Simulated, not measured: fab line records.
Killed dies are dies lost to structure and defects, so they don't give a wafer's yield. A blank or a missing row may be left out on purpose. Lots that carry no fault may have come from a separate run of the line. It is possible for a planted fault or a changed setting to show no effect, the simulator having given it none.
Struck lot and sound lot, side by side    flow nand_harc    14 steps out of a route of 1159
Sound: these wafers, L461.1, L461.4, L461.5. Struck: wafers L474.1, L474.3, L474.5. At the end, the cause is stated.
Each step with rows lists, per side, the tool, then ch with its chambers, then its first start. Under that, the readings that differ: sound wafers    struck wafers    difference of the means    sigmas: that difference in standard deviations of wafers without a fault.
alike: a reading whose means differ by less than 2 such deviations, as well as words and numbers matching on both sides. not compared: withheld readings; readings where some wafer has no value; bounds like >300 that might hide an equal value; numbers whose values overlap and for which the record gives no deviation.
Wherever a step has rows on one side only, a row that says differs or no value, or a row with sigmas, the two part there. Numbers that have no deviation but don't overlap get no sigmas and don't part them. A reading that every wafer of one side lacks parts them only if that side has two wafers or more.

NHARC_P_GATE_DESCUM_48: chemistry O2, time 3 s.
  sound on rie_diel-10 ch 0,1, day 6 08:32; struck on rie_diel-03 ch 0,3, day 9 10:35
  alike: drypump_motor_current_A, oes_product_au, rf_vpp_V, showerhead_plenum_p_Torr, throttle_valve_pct
  not compared: rf_hours_counter_h
after that, 1 step had no rows for these wafers: NHARC_P_GATE_IMPLANT_49.
NHARC_P_GATE_STRIP_111: strips in N2/H2, time 250 s.
  sound on plasma_asher-01 ch 0, day 6 08:58; struck on plasma_asher-02 ch 0,1, day 9 10:59
  alike: drypump_motor_current_A, heater_power_w
  not compared: rf_hours_counter_h
NHARC_P_GATE_STRIP_75: strips in O2.
  sound on plasma_asher-01 ch 0, day 6 09:13; struck on plasma_asher-02 ch 0,1, day 9 11:17
  alike: drypump_motor_current_A, heater_power_w
  not compared: rf_hours_counter_h
then, 8 steps without rows for these wafers: NHARC_P_GATE_STRIP_50 (strips in SPM, time 900 s); NHARC_P_GATE_DEHYDRATE_51 (time 120 s); NHARC_P_GATE_HMDS_52 (time 30 s); NHARC_P_GATE_COAT_53; NHARC_P_GATE_SOFTBAKE_54 (time 95 s); NHARC_P_GATE_EBR_55; NHARC_P_GATE_EXPOSE_56 (exposes mask P PSD, target cd 720 nm); NHARC_P_GATE_PEB_57 (peb time 85 s).
NHARC_P_GATE_DEVELOP_58: time 70 s.
  sound on litho_track-05 ch 0, day 6 10:00; struck on litho_track-03, day 9 12:00
  no value came back on the struck wafers for chill_plate_temp_C (C), exhaust_pa (Pa); on the sound wafers chill_plate_temp_C (C) reads 23.00 23.04 22.89
NHARC_P_GATE_CD_MEAS_59: target cd 720 nm.
  sound on cd_sem-03 ch 0, day 6 10:08; struck on cd_sem-03 ch 0, day 9 12:13
  alike: cd_nm

WHERE THEY PART
NHARC_P_GATE_DEVELOP_58 only, going by this record. Later steps at which nothing parts them and some readings are alike: NHARC_P_GATE_CD_MEAS_59.

WHY: the cause the simulator had injected
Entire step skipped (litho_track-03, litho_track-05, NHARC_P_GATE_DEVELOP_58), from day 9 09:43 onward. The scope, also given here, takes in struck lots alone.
